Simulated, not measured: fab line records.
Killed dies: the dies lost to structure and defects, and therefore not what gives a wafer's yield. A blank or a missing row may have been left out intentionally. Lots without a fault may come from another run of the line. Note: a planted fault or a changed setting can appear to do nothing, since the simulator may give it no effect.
Matching of chambers    flow n5-finfet    3 sister chambers for N5_BEOL_M3_PECVD_72 on pecvd-01
The step deposits SiO2 from TEOS/O2, target thk 16 nm, time 18 s. 24 wafers are shown with their chamber, then 12 later ones without.

== EACH WAFER AND ITS CHAMBER ==
wafer   chamber  throttle-valve-pct (%)  heater-power-w (W)  showerhead-plenum-p-Torr (Torr)
L074.2  1        22.3                    582                 8.77
L074.3  0        23.7                    682                 8.76
L074.5  2        21.3                    812                 8.79
L078.1  0        23.6                    683                 8.78
L078.3  2        21.3                    735                 8.77
L078.6  1        22.7                    519                 8.80
L082.2  1        22.8                    597                 8.76
L082.4  2        21.4                    821                 8.77
L082.5  0        23.5                    671                 8.78
L081.2  0        23.4                    618                 8.76
L081.3  1        22.8                    574                 8.78
L081.4  2        21.3                    791                 8.79
L080.1  0        23.5                    672                 8.77
L080.3  2        21.3                    830                 8.78
L080.6  0        23.7                    651                 8.74
L084.1  2        21.2                    817                 8.79
L084.4  0        23.5                    626                 8.74
L084.6  1        22.4                    614                 8.77
L088.1  0        23.5                    715                 8.77
L088.2  2        21.5                    817                 8.79
L088.6  2        21.2                    804                 8.81
L087.1  1        22.7                    577                 8.81
L087.2  0        23.5                    728                 8.76
L087.4  0        23.5                    723                 8.77

SIGNATURES, as means of the wafers listed above
reading                   chamber 0  chamber 1  chamber 2  scatter within a chamber
throttle-valve-pct        23.540     22.617     21.312     0.135
heater-power-w            676.90     577.17     803.38     34.2
showerhead-plenum-p-Torr  8.7630     8.7817     8.7862     0.0152
Rule: a wafer's distance from a chamber is the root of the sum, over the readings, of the square of ((its reading less the chamber's mean) divided by the reading's scatter). If the next closest chamber is less than 2 further off than the closest, the wafer can't be placed; otherwise it belongs to the closest. The scatter is the square root of a quotient: the sum, over the shown wafers, of each reading's squared deviation from its chamber's mean, divided by wafers minus chambers.

== WAFERS MISSING THEIR CHAMBER ==
wafer   throttle-valve-pct (%)  heater-power-w (W)  showerhead-plenum-p-Torr (Torr)
L089.1  22.7                    573                 8.80
L089.2  23.6                    724                 8.75
L089.6  23.5                    714                 8.76
L091.1  23.4                    659                 8.76
L091.4  23.5                    655                 8.77
L091.5  22.4                    533                 8.78
L093.3  21.6                    811                 8.81
L093.4  22.6                    510                 8.79
L093.6  23.6                    599                 8.79
L096.2  23.4                    683                 8.77
L096.3  22.9                    553                 8.75
L096.4  22.8                    561                 8.74

== WHICH CHAMBER EACH WENT THROUGH ==
wafer   from the rows above  in truth
L089.1  1                    1
L089.2  0                    0
L089.6  0                    0
L091.1  0                    0
L091.4  0                    0
L091.5  1                    1
L093.3  2                    2
L093.4  1                    1
L093.6  0                    0
L096.2  0                    0
L096.3  1                    1
L096.4  1                    1
Correctly placed: 12 of 12. From these rows, 0 cannot be placed. Wrongly placed: 0.
